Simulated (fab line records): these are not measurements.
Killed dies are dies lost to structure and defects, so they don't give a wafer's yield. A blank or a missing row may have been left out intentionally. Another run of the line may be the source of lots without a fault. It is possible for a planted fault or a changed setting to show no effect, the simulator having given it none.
Matching of chambers	flow n5Finfet	4 sister chambers for N5_SD_EPI_N_LINER_46 on aldSin-01
The step material SiNx, target thk 3 nm. 18 wafers are shown with their chamber, then 9 later ones without.

EACH WAFER AND ITS CHAMBER
wafer	chamber	heaterPowerW (W)	heaterPowerOuterW (W)
L075.1	0	985	670
L075.2	2	713	447
L075.3	1	999	591
L077.2	0	998	675
L077.3	2	703	453
L077.4	3	777	448
L078.1	3	743	439
L078.2	2	708	452
L078.5	1	1017	597
L082.3	2	721	458
L082.4	0	977	675
L082.5	3	748	449
L084.2	0	1000	647
L084.5	0	978	670
L084.6	1	1016	617
L089.1	3	769	456
L089.5	3	755	456
L089.6	1	1011	612

SIGNATURES, as means of the wafers listed above
reading	chamber 0	chamber 1	chamber 2	chamber 3	scatter within a chamber
heaterPowerW	987.60	1010.75	711.25	758.40	10.9
heaterPowerOuterW	667.40	604.25	452.50	449.60	9.46
Rule: for a wafer and a chamber, the distance is found by dividing, reading by reading, the gap between the wafer's reading and the chamber's mean by the reading's scatter, squaring, summing and taking the root. The wafer belongs to the nearest chamber; if the next one is less than 2 further off, it can't be placed. The scatter: the root of (the sum of the squares of (reading less its chamber's mean) over the shown wafers, divided by (wafers less chambers)).

WAFERS WITH NO CHAMBER GIVEN
wafer	heaterPowerW (W)	heaterPowerOuterW (W)
L092.4	1009	600
L092.5	727	452
L092.6	1007	606
L093.2	751	457
L093.3	739	442
L093.4	1003	668
L095.2	989	679
L095.4	1020	599
L095.6	769	448

THE CHAMBER EACH PASSED THROUGH
wafer	from the rows above	in truth
L092.4	1	1
L092.5	can't be placed: 2 or 3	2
L092.6	1	1
L093.2	3	3
L093.3	can't be placed: 3 or 2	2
L093.4	0	0
L095.2	0	0
L095.4	1	1
L095.6	3	3
7 of 9 placed correctly. Not placeable from these rows: 2 (in 2, the candidates include the true chamber). 0 placed wrongly.
